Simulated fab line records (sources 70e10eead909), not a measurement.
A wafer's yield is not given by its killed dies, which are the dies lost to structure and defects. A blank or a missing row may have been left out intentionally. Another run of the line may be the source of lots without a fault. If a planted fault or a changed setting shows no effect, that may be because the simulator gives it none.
What tool caused it?    flow nand harc    14 lots with 42 wafers sampled at 4 steps, on a route of 1302 steps

## WHAT THE GAUGES READ, wafer by wafer
NHARC_A_BLC_INSPECT_12.
lot   measured      on                 raw defect count
L300  day 22 16:22  defect inspect-01  66 58 51
L301  day 22 21:24  defect inspect-01  17 17 27
L302  day 23 00:07  defect inspect-01  137 134 135
L305  day 24 03:15  defect inspect-02  127 96 107
L304  day 24 07:04  defect inspect-02  72 89 86
L313  day 27 23:52  defect inspect-02  21 21 31
L315  day 28 09:46  defect inspect-01  115 104 100
L314  day 28 13:11  defect inspect-02  68 77 90
L316  day 29 09:25  defect inspect-02  63 66 65
L317  day 30 01:07  defect inspect-02  86 97 90
L319  day 30 02:49  defect inspect-02  105 127 122
L318  day 30 04:52  defect inspect-01  104 119 120
L323  day 32 03:02  defect inspect-02  29 28 23
L322  day 33 03:25  defect inspect-02  107 93 94

NHARC_A_BLC_CD_MEAS_19.
lot   measured      on         cd nm (nm)
L300  day 22 17:23  cd sem-02  101.6 98.6 99.5
L301  day 22 22:26  cd sem-02  99.7 100.0 98.1
L302  day 23 01:09  cd sem-01  101.6 99.6 98.3
L305  day 24 04:17  cd sem-03  98.8 102.1 101.7
L304  day 24 08:05  cd sem-01  99.2 100.0 98.0
L313  day 28 00:53  cd sem-02  99.3 100.4 100.5
L315  day 28 10:47  cd sem-03  99.2 99.5 97.6
L314  day 28 14:14  cd sem-02  101.4 99.5 101.4
L316  day 29 10:26  cd sem-03  98.6 101.3 101.3
L317  day 30 02:09  cd sem-02  100.7 102.6 101.8
L319  day 30 03:52  cd sem-02  96.7 100.0 97.5
L318  day 30 05:53  cd sem-03  99.0 99.5 99.4
L323  day 32 04:04  cd sem-01  102.7 100.0 100.1
L322  day 33 04:42  cd sem-02  106.1 101.7 102.7

NHARC_A_M0_CD_MEAS_09: the cd target is 80 nm.
lot   measured      on         cd nm (nm)
L300  day 22 20:19  cd sem-02  79.3 79.5 79.8
L301  day 23 01:20  cd sem-03  80.4 80.0 80.1
L302  day 23 04:09  cd sem-02  80.2 80.0 80.2
L305  day 24 07:50  cd sem-02  80.7 81.1 80.8
L304  day 24 10:53  cd sem-03  79.4 79.9 80.0
L313  day 28 03:48  cd sem-03  89.3 89.2 89.6 89.2 89.5 89.2
L315  day 28 13:35  cd sem-03  87.6 87.5 87.1 87.6 87.7 87.0
L314  day 28 17:07  cd sem-02  79.2 79.8 80.6
L316  day 29 13:19  cd sem-02  79.9 80.0 80.4
L317  day 30 05:07  cd sem-03  80.1 80.0 79.6
L319  day 30 06:37  cd sem-03  79.6 79.6 79.5
L318  day 30 08:43  cd sem-01  80.7 80.3 79.5
L323  day 32 06:58  cd sem-02  80.4 80.2 79.5
L322  day 33 07:50  cd sem-03  80.1 80.0 79.6

## WHAT TOOL EACH LOT RAN ON (gives the tool, then ch and the chambers of the sampled wafers, and finally the start)
lot   NHARC_A_M0_PEB_07
L300  litho track-01 ch 0, day 22 20:13
L301  litho track-01 ch 0, day 23 01:16
L302  litho track-04 ch 0, day 23 04:04
L305  litho track-06 ch 0, day 24 07:45
L304  litho track-01 ch 0, day 24 10:49
L313  litho track-06 ch 0, day 28 03:43
L315  litho track-06 ch 0, day 28 13:30
L314  litho track-01 ch 0, day 28 17:02
L316  litho track-04 ch 0, day 29 13:14
L317  litho track-01 ch 0, day 30 05:02
L319  litho track-01 ch 0, day 30 06:32
L318  litho track-01 ch 0, day 30 08:38
L323  litho track-06 ch 0, day 32 06:53
L322  litho track-06 ch 0, day 33 07:46
- NHARC_A_M0_PEB_07: peb time 65 s.

## WHAT THE TOOLS THEMSELVES READ (means of the sampled wafers that have a number; where no wafer has one, the mark that the record gives instead)
NHARC_A_M0_PEB_07.
lot   tool            heater power total W (W)  plate temp C (C)
L300  litho track-01  156.8                     100.02
L301  litho track-01  156.8                     100.10
L302  litho track-04  156.8                     99.88
L305  litho track-06  156.6                     100.00
L304  litho track-01  156.4                     99.95
L313  litho track-06  162.4                     102.74
L315  litho track-06  162.1                     102.51
L314  litho track-01  156.1                     100.01
L316  litho track-04  156.6                     99.97
L317  litho track-01  156.8                     99.90
L319  litho track-01  157.1                     99.96
L318  litho track-01  156.6                     100.08
L323  litho track-06  156.4                     99.98
L322  litho track-06  156.6                     100.01

## THE ANSWER, worked out from the rows above alone
Rule: what is usual is taken from the lots themselves. Put in order of their means at a reading, lots are off if they are a third of the lots or fewer, leave a main group of 4 or more, and stand apart from it by a gap of 3 or more times the standard deviation of the main group's means; of several such gaps the widest counts. If all means in a main group match to the digits the tables above print for the reading, that group is not used. A lot without any number at a reading at which 4 lots or more have one is off too. Where the step has rows for the other lots, those lots are counted as sound. The gauges are gone through in route order, then the tools' own readings, and for those a lot's mean is taken as printed above. At the first step where some lot is off, the reading lying furthest off is the one used; lots without a number count as furthest.
Off: L313, L315 (NHARC_A_M0_CD_MEAS_09, cd nm). The main group: mean 80.0 nm, standard deviation 0.33.
A tool fits if, at a process step before that reading, it ran every lot that is off, and no sound lot after the first of them. Not tried: the gauges at NHARC_A_M0_CD_MEAS_09; whatever is off there is also off at NHARC_A_M0_PEB_07, on other tools, and gauge error can't account for it. No candidate that was tried fits.

## WHAT HAD BEEN PUT IN BY THE SIMULATOR
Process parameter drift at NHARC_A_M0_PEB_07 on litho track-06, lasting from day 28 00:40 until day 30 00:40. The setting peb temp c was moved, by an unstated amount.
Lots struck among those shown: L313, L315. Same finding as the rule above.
